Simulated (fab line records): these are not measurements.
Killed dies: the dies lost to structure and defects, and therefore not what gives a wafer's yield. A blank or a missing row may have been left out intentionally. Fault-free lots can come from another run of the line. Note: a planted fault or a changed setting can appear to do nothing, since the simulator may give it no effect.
A struck lot beside a sound one ; flow nand_harc ; 15 out of 1302 route steps
Sound: these wafers, L641.1, L641.3, L641.5. Wafers struck: L649.1, L649.3, L649.6. The cause is named last.
For every step that has rows: the tool of each side, followed by ch and its chambers, followed by its first start. Under that, the readings that differ: sound wafers ; struck wafers ; difference of the means ; sigmas: that difference in standard deviations of wafers without a fault.
alike: readings whose means differ by less than 2 such deviations, and words and numbers that are the same on both sides. not compared: withheld readings, readings that some wafer has no value for, bounds like >300 that may hide the same value, and numbers for which the record gives no deviation and whose values overlap.
Wherever a step has rows on one side only, a row that says differs or no value, or a row with sigmas, the two part there. When numbers do not overlap yet have no deviation, they are printed without sigmas and do not part them. A reading that every wafer of one side lacks parts them only if that side has two wafers or more.

first, 3 steps without rows for these wafers: NHARC_A_SGD_CUT_EXPOSE_06 (exposes mask SGD); NHARC_A_SGD_CUT_PEB_07 (peb time 65 s); NHARC_A_SGD_CUT_DEVELOP_08 (develop time 35 s).
NHARC_A_SGD_CUT_CD_MEAS_09: the cd target is 100 nm.
  sound on cd_sem-03 ch 0, day 19 13:23; struck on cd_sem-02 ch 0, day 23 00:18
  alike: cd_nm
NHARC_A_SGD_CUT_OVL_MEAS_10:
  sound: overlay-02 at day 19 13:28; struck: overlay-01 at day 23 00:23
  alike: overlay_x_nm, overlay_y_nm
NHARC_A_SGD_CUT_INSPECT_11:
  sound: defect_inspect-01 at day 19 13:30; struck: defect_inspect-01 at day 23 00:26
  alike: raw_defect_count
NHARC_A_SGD_CUT_DESCUM_14: chemistry O2, time 3 s.
  sound on rie_diel-07 ch 2,3, day 19 13:34; struck on rie_diel-06 ch 1,3, day 23 00:30
  alike: chamber_pressure_mTorr, drypump_motor_current_A, oes_product_au, rf_vpp_V, showerhead_plenum_p_Torr, throttle_valve_pct
  not compared: rf_hours_counter_h
NHARC_A_SGD_CUT_ETCH_58: etches the open film in CF4, target depth 39 nm, time 65 s.
  sound on rie_diel-07 ch 0,2,3, day 19 13:40; struck on rie_diel-06 ch 1,2,3, day 23 00:35
  alike: chamber_pressure_mTorr, drypump_motor_current_A, oes_product_au, rf_vpp_V, showerhead_plenum_p_Torr, throttle_valve_pct
  not compared: rf_hours_counter_h
NHARC_A_SGD_CUT_ETCH_59: etches the open film in N2/H2, target depth 260 nm, time 406.25 s.
  sound: rie_diel-07 ch 0,1,3; struck: rie_diel-06 ch 0,3
  alike: chamber_pressure_mTorr, drypump_motor_current_A, oes_product_au, rf_vpp_V, showerhead_plenum_p_Torr, throttle_valve_pct
  not compared: rf_hours_counter_h
NHARC_A_SGD_CUT_ETCH_15: etches the open film in CH3F/O2, target depth 75 nm, time 64.3 s.
  sound: rie_diel-07 ch 1,2,3; struck: rie_diel-06 ch 0,1,2
  alike: chamber_pressure_mTorr, drypump_motor_current_A, oes_product_au, rf_vpp_V, showerhead_plenum_p_Torr, throttle_valve_pct
  not compared: rf_hours_counter_h
NHARC_A_SGD_CUT_ETCH_16: etches the open film in C4F8/O2/Ar, target depth 310.5 nm, time 155.2 s.
  sound: rie_diel-07 ch 0,1,2; struck: rie_diel-06 ch 0,2
  alike: chamber_pressure_mTorr, oes_product_au, rf_vpp_V
  not compared: rf_hours_counter_h
then, 1 step without rows for these wafers: NHARC_A_SGD_CUT_STRIP_60 (strips in C4F8/O2/Ar).
NHARC_A_SGD_CUT_STRIP_17: strips in O2.
  sound on rie_diel-07 ch 0,3, day 19 14:20; struck on rie_diel-06 ch 0,1,2, day 23 01:16
  no value came back on the struck wafers for any of 7 readings (bias_w (W), chamber_pressure_mTorr (mTorr) and others); on the sound wafers bias_w (W) reads 0 0 0
  not compared: rf_hours_counter_h
then, 1 step without rows for these wafers: NHARC_A_SGD_CUT_PRECLEAN_18 (cleans in SC1).
-- record jumps: 5 days between struck wafers' starts before vs after; left off in module A_SGD_CUT, resumes in module END, first step shown is number 1302 of the route --
NHARC_END_SORT_01:
  sound on prober-01 ch 0, day 24 23:25; struck on prober-02 ch 0, day 28 05:50
reading;sound;struck;difference;sigmas
killed_at_array;61 69 69;672 666 667;+602;+50
killed_at_periphery;2 0 1;3 11 7;+6;+2
killed_dies;66 69 72;677 677 677;+608;+51
  alike: killed_at_other, killed_open, killed_short

## WHERE THEY PART
Earliest at NHARC_A_SGD_CUT_STRIP_17; latest, in this record, at NHARC_END_SORT_01.

WHY: the cause the simulator had injected
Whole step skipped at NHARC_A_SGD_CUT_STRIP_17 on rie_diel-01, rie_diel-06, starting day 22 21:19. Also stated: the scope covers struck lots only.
